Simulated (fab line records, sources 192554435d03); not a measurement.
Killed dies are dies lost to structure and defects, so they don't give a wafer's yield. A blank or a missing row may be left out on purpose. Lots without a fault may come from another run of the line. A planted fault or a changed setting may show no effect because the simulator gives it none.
Chamber matching | flow n5_finfet | N5_BEOL_M8_STRIP_67 on rie_diel-01: 4 sister chambers
The step strips in CF4. 20 wafers are shown with their chamber, then 10 later ones without.

WAFERS WITH THEIR CHAMBER
wafer  | chamber | drypump_motor_current_A (A) | showerhead_plenum_p_Torr (Torr) | throttle_valve_pct (%)
L074.2 | 3       | 5.1                         | 1.76                            | 13.32
L074.5 | 2       | 4.9                         | 1.71                            | 13.64
L074.6 | 3       | 5.1                         | 1.75                            | 13.34
L077.1 | 0       | 6.8                         | 1.79                            | 13.73
L077.2 | 2       | 4.9                         | 1.71                            | 13.64
L077.5 | 0       | 6.8                         | 1.79                            | 13.73
L080.1 | 3       | 5.1                         | 1.75                            | 13.38
L080.3 | 0       | 6.8                         | 1.78                            | 13.74
L080.4 | 2       | 4.9                         | 1.70                            | 13.68
L079.2 | 2       | 4.9                         | 1.70                            | 13.67
L079.3 | 3       | 5.1                         | 1.75                            | 13.39
L079.4 | 0       | 6.8                         | 1.78                            | 13.77
L085.1 | 2       | 4.9                         | 1.70                            | 13.69
L085.3 | 3       | 5.1                         | 1.75                            | 13.38
L085.6 | 0       | 6.8                         | 1.78                            | 13.78
L090.2 | 1       | 6.2                         | 1.86                            | 13.59
L090.4 | 3       | 5.1                         | 1.75                            | 13.41
L090.6 | 1       | 6.2                         | 1.87                            | 13.58
L087.1 | 2       | 4.9                         | 1.70                            | 13.69
L087.4 | 1       | 6.1                         | 1.86                            | 13.57

SIGNATURES (means of the wafers above)
reading                  | chamber 0 | chamber 1 | chamber 2 | chamber 3 | scatter within a chamber
drypump_motor_current_A  | 6.800     | 6.167     | 4.900     | 5.100     | 0.0204
showerhead_plenum_p_Torr | 1.7840    | 1.8633    | 1.7033    | 1.7517    | 0.00502
throttle_valve_pct       | 13.7500   | 13.5800   | 13.6683   | 13.3700   | 0.0258
Rule: a wafer's distance from a chamber is the root of the sum, over the readings, of the square of ((its reading less the chamber's mean) divided by the reading's scatter). The wafer belongs to the nearest chamber; if the next one is less than 2 further off, it can't be placed. The scatter: the root of (the sum of the squares of (reading less its chamber's mean) over the shown wafers, divided by (wafers less chambers)).

WAFERS WITHOUT THEIR CHAMBER
wafer  | drypump_motor_current_A (A) | showerhead_plenum_p_Torr (Torr) | throttle_valve_pct (%)
L087.5 | 4.9                         | 1.70                            | 13.67
L094.2 | 6.1                         | 1.86                            | 13.61
L094.4 | 4.9                         | 1.70                            | 13.72
L094.6 | 6.1                         | 1.86                            | 13.62
L097.4 | 4.9                         | 1.70                            | 13.76
L097.5 | 6.8                         | 1.77                            | 13.83
L097.6 | 6.2                         | 1.86                            | 13.63
L096.2 | 4.9                         | 1.70                            | 13.74
L096.4 | 6.1                         | 1.86                            | 13.64
L096.6 | 4.9                         | 1.70                            | 13.73

WHICH CHAMBER EACH WENT THROUGH
wafer  | from the rows above | in truth
L087.5 | 2                   | 2
L094.2 | 1                   | 1
L094.4 | 2                   | 2
L094.6 | 1                   | 1
L097.4 | 2                   | 2
L097.5 | 0                   | 0
L097.6 | 1                   | 1
L096.2 | 2                   | 2
L096.4 | 1                   | 1
L096.6 | 2                   | 2
Placed correctly: 10 of 10. Can't be placed from these rows: 0. Placed wrongly: 0.
